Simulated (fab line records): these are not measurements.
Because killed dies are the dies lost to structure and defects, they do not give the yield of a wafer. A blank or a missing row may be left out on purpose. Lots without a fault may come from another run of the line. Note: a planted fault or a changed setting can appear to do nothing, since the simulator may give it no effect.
Chamber matching || flow n5_finfet || N5_BEOL_M2_DESCUM_16 on rie_diel-01 has 4 sister chambers
The step chemistry O2, time 7 s. 18 wafers are shown with their chamber, then 9 later ones without.

## EACH WAFER AND ITS CHAMBER
{"wafer": "L074.3", "chamber": 1, "showerhead_plenum_p_Torr (Torr)": 2.14, "drypump_motor_current_A (A)": 5.49, "oes_product_au (a.u.)": 0.66}
{"wafer": "L074.5", "chamber": 2, "showerhead_plenum_p_Torr (Torr)": 2.05, "drypump_motor_current_A (A)": 5.82, "oes_product_au (a.u.)": 0.78}
{"wafer": "L074.6", "chamber": 3, "showerhead_plenum_p_Torr (Torr)": 1.98, "drypump_motor_current_A (A)": 5.51, "oes_product_au (a.u.)": 0.67}
{"wafer": "L075.1", "chamber": 1, "showerhead_plenum_p_Torr (Torr)": 2.13, "drypump_motor_current_A (A)": 5.50, "oes_product_au (a.u.)": 0.66}
{"wafer": "L075.3", "chamber": 3, "showerhead_plenum_p_Torr (Torr)": 1.98, "drypump_motor_current_A (A)": 5.49, "oes_product_au (a.u.)": 0.67}
{"wafer": "L075.5", "chamber": 2, "showerhead_plenum_p_Torr (Torr)": 2.05, "drypump_motor_current_A (A)": 5.83, "oes_product_au (a.u.)": 0.77}
{"wafer": "L076.1", "chamber": 3, "showerhead_plenum_p_Torr (Torr)": 1.98, "drypump_motor_current_A (A)": 5.53, "oes_product_au (a.u.)": 0.67}
{"wafer": "L076.2", "chamber": 0, "showerhead_plenum_p_Torr (Torr)": 2.05, "drypump_motor_current_A (A)": 5.73, "oes_product_au (a.u.)": 0.86}
{"wafer": "L076.3", "chamber": 1, "showerhead_plenum_p_Torr (Torr)": 2.13, "drypump_motor_current_A (A)": 5.53, "oes_product_au (a.u.)": 0.67}
{"wafer": "L076.4", "chamber": 2, "showerhead_plenum_p_Torr (Torr)": 2.05, "drypump_motor_current_A (A)": 5.84, "oes_product_au (a.u.)": 0.77}
{"wafer": "L076.5", "chamber": 2, "showerhead_plenum_p_Torr (Torr)": 2.05, "drypump_motor_current_A (A)": 5.85, "oes_product_au (a.u.)": 0.78}
{"wafer": "L076.6", "chamber": 3, "showerhead_plenum_p_Torr (Torr)": 1.98, "drypump_motor_current_A (A)": 5.48, "oes_product_au (a.u.)": 0.67}
{"wafer": "L077.1", "chamber": 3, "showerhead_plenum_p_Torr (Torr)": 1.98, "drypump_motor_current_A (A)": 5.48, "oes_product_au (a.u.)": 0.66}
{"wafer": "L077.4", "chamber": 2, "showerhead_plenum_p_Torr (Torr)": 2.05, "drypump_motor_current_A (A)": 5.83, "oes_product_au (a.u.)": 0.78}
{"wafer": "L077.5", "chamber": 3, "showerhead_plenum_p_Torr (Torr)": 1.98, "drypump_motor_current_A (A)": 5.51, "oes_product_au (a.u.)": 0.67}
{"wafer": "L082.2", "chamber": 0, "showerhead_plenum_p_Torr (Torr)": 2.04, "drypump_motor_current_A (A)": 5.69, "oes_product_au (a.u.)": 0.85}
{"wafer": "L082.3", "chamber": 2, "showerhead_plenum_p_Torr (Torr)": 2.05, "drypump_motor_current_A (A)": 5.85, "oes_product_au (a.u.)": 0.76}
{"wafer": "L082.4", "chamber": 1, "showerhead_plenum_p_Torr (Torr)": 2.13, "drypump_motor_current_A (A)": 5.50, "oes_product_au (a.u.)": 0.96}

SIGNATURES, as means of the wafers listed above
{"reading": "showerhead_plenum_p_Torr", "chamber 0": 2.0450, "chamber 1": 2.1325, "chamber 2": 2.0500, "chamber 3": 1.9800, "scatter within a chamber": 0.00299}
{"reading": "drypump_motor_current_A", "chamber 0": 5.7100, "chamber 1": 5.5050, "chamber 2": 5.8367, "chamber 3": 5.5000, "scatter within a chamber": 0.0178}
{"reading": "oes_product_au", "chamber 0": 0.8550, "chamber 1": 0.7375, "chamber 2": 0.7733, "chamber 3": 0.6683, "scatter within a chamber": 0.0689}
Rule: distance of a wafer from a chamber = root of the sum over the readings of ((wafer's reading minus chamber's mean) / reading's scatter) squared. The wafer belongs to the nearest chamber; if the next one is less than 2 further off, it can't be placed. The scatter: the root of (the sum of the squares of (reading less its chamber's mean) over the shown wafers, divided by (wafers less chambers)).

## WAFERS WHOSE CHAMBER IS MISSING
{"wafer": "L085.3", "showerhead_plenum_p_Torr (Torr)": 2.05, "drypump_motor_current_A (A)": 5.85, "oes_product_au (a.u.)": 0.76}
{"wafer": "L085.4", "showerhead_plenum_p_Torr (Torr)": 2.24, "drypump_motor_current_A (A)": 5.51, "oes_product_au (a.u.)": 0.97}
{"wafer": "L085.6", "showerhead_plenum_p_Torr (Torr)": 2.04, "drypump_motor_current_A (A)": 5.74, "oes_product_au (a.u.)": 0.82}
{"wafer": "L095.2", "showerhead_plenum_p_Torr (Torr)": 2.12, "drypump_motor_current_A (A)": 5.54, "oes_product_au (a.u.)": 0.88}
{"wafer": "L095.5", "showerhead_plenum_p_Torr (Torr)": 2.03, "drypump_motor_current_A (A)": 5.67, "oes_product_au (a.u.)": 0.79}
{"wafer": "L095.6", "showerhead_plenum_p_Torr (Torr)": 2.12, "drypump_motor_current_A (A)": 5.51, "oes_product_au (a.u.)": 0.88}
{"wafer": "L096.2", "showerhead_plenum_p_Torr (Torr)": 2.23, "drypump_motor_current_A (A)": 5.50, "oes_product_au (a.u.)": 0.92}
{"wafer": "L096.3", "showerhead_plenum_p_Torr (Torr)": 2.04, "drypump_motor_current_A (A)": 5.86, "oes_product_au (a.u.)": 0.73}
{"wafer": "L096.5", "showerhead_plenum_p_Torr (Torr)": 2.03, "drypump_motor_current_A (A)": 5.67, "oes_product_au (a.u.)": 0.81}

## WHICH CHAMBER EACH WENT THROUGH
{"wafer": "L085.3", "from the rows above": 2, "in truth": 2}
{"wafer": "L085.4", "from the rows above": 1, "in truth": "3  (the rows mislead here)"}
{"wafer": "L085.6", "from the rows above": 0, "in truth": 0}
{"wafer": "L095.2", "from the rows above": 1, "in truth": 1}
{"wafer": "L095.5", "from the rows above": 0, "in truth": 0}
{"wafer": "L095.6", "from the rows above": 1, "in truth": 1}
{"wafer": "L096.2", "from the rows above": 1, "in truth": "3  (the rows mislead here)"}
{"wafer": "L096.3", "from the rows above": 2, "in truth": 2}
{"wafer": "L096.5", "from the rows above": 0, "in truth": 0}
Placed correctly: 7 of 9. Left unplaced by these rows: 0. Number placed wrongly: 2.
